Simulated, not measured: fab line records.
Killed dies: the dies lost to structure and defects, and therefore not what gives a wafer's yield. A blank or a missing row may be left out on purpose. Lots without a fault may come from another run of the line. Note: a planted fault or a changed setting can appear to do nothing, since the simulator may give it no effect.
Lot-split experiment | flow n5_finfet | 39 wafers read across 7 lots, on a route 1938 steps long

## SPLIT DETAILS
At N5_MIM_BOT_ETCH_ETCH_04 (etches SiNx in CF4/O2, target depth 26 nm, time 13 s), the setting time_s was moved away from the recipe's 13 s on 12 of the 39 wafers read, by -54.9% to +52.5%. For the rest of the wafers, this setting stayed at what the recipe calls for.

The reading comes from the split's own step.

## THE READING
etch.depth_nm (the simulator's own value, which no gauge read), in nm, at N5_MIM_BOT_ETCH_ETCH_04 (etches SiNx in CF4/O2, target depth 26 nm, time 13 s). The file does not state a usual value for it. The 27 wafers here that ran the recipe average 26.14 nm, standard deviation 0.75 nm.

wafer  | tool, chamber at the split | time_s as run, s | against the recipe | etch.depth_nm, nm | against lot-mates on the recipe
L076.1 | rie_diel-06, 2             | 16.61            | +27.8%             | 32.85             | +6.05
L076.2 | rie_diel-06, 3             | 16.61            | +27.8%             | 33.04             | +6.24
L076.3 | rie_diel-06, 0             | 13               | recipe             | 25.14             | -
L076.4 | rie_diel-06, 1             | 13               | recipe             | 27.43             | -
L076.5 | rie_diel-06, 1             | 13               | recipe             | 27.84             | -
L076.6 | rie_diel-06, 2             | 16.61            | +27.8%             | 33.22             | +6.42
L077.1 | rie_diel-06, 1             | 10.32            | -20.6%             | 21.81             | -4.41
L077.2 | rie_diel-06, 3             | 13               | recipe             | 25.86             | -
L077.3 | rie_diel-06, 0             | 10.32            | -20.6%             | 20.3              | -5.92
L077.4 | rie_diel-06, 3             | 10.32            | -20.6%             | 20.81             | -5.41
L077.5 | rie_diel-06, 0             | 13               | recipe             | 25.25             | -
L077.6 | rie_diel-06, 1             | 13               | recipe             | 27.56             | -
L080.1 | rie_diel-04, 2             | 13               | recipe             | 26.67             | -
L080.2 | rie_diel-04, 1             | 13               | recipe             | 25.23             | -
L080.3 | rie_diel-04, 0             | 13               | recipe             | 26.2              | -
L080.4 | rie_diel-04, 3             | 13               | recipe             | 26.35             | -
L080.5 | rie_diel-04, 2             | 13               | recipe             | 26.26             | -
L080.6 | rie_diel-04, 1             | 13               | recipe             | 25.48             | -
L084.1 | rie_diel-04, 2             | 19.82            | +52.5%             | 40.25             | +14.28
L084.2 | rie_diel-04, 1             | 13               | recipe             | 25.27             | -
L084.3 | rie_diel-04, 3             | 19.82            | +52.5%             | 40.24             | +14.27
L084.4 | rie_diel-04, 0             | 13               | recipe             | 26.19             | -
L084.5 | rie_diel-04, 0             | 13               | recipe             | 26.44             | -
L084.6 | rie_diel-04, 3             | 19.82            | +52.5%             | 39.83             | +13.86
L086.1 | rie_diel-04, 1             | 13               | recipe             | 25.07             | -
L086.2 | rie_diel-04, 2             | 13               | recipe             | 25.92             | -
L086.3 | rie_diel-04, 0             | 13               | recipe             | 25.93             | -
L093.1 | rie_diel-06, 1             | 5.869            | -54.9%             | 12.12             | -14.10
L093.2 | rie_diel-06, 0             | 5.869            | -54.9%             | 11.99             | -14.23
L093.3 | rie_diel-06, 2             | 13               | recipe             | 25.35             | -
L093.4 | rie_diel-06, 0             | 13               | recipe             | 26.29             | -
L093.5 | rie_diel-06, 1             | 13               | recipe             | 27.02             | -
L093.6 | rie_diel-06, 2             | 5.869            | -54.9%             | 11.54             | -14.68
L095.1 | rie_diel-06, 1             | 13               | recipe             | 27.27             | -
L095.2 | rie_diel-06, 3             | 13               | recipe             | 25.94             | -
L095.3 | rie_diel-06, 0             | 13               | recipe             | 26.49             | -
L095.4 | rie_diel-06, 2             | 13               | recipe             | 25.8              | -
L095.5 | rie_diel-06, 2             | 13               | recipe             | 25.78             | -
L095.6 | rie_diel-06, 3             | 13               | recipe             | 25.88             | -

THE FIT
A straight line over all 39 wafers: etch.depth_nm changes by +0.261 nm for each +1% of time_s; r = +0.99; the points scatter about the line by 0.69 nm.
The same after taking each lot's own level away (the mean of its wafers on the recipe; 39 wafers): +0.26 nm for each +1%; r = +0.99; scatter 0.7 nm.
Per that fit: largest time_s move, reading shift of 14 nm.
The lots' own levels span 25.640 to 26.803 nm, that is 1.5 times the standard deviation above.
So the lot-to-lot level changes the slope little: the two slopes agree.
Check: -14.3 nm against its lot-mates is what the line predicts for one of the wafers moved furthest among these (-54.9%) when that wafer is left out of the fit. Against them it came out at -14.1 nm.

## FURTHER SPLITS ON THESE WAFERS
Before the reading, these wafers also passed through other splits. Each is held against what the fit with the lots' levels taken away leaves over:
other split on the same wafers | wafers away from the commonest value | r with etch.depth_nm (lot level and that fit taken away)
N5_BEOL_M13_ETCH_68 time_s     | 18                                   | +0.27

## FILE'S OWN FIT
etch.depth_nm changes by +0.26 nm for each +1% of time_s, r = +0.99.
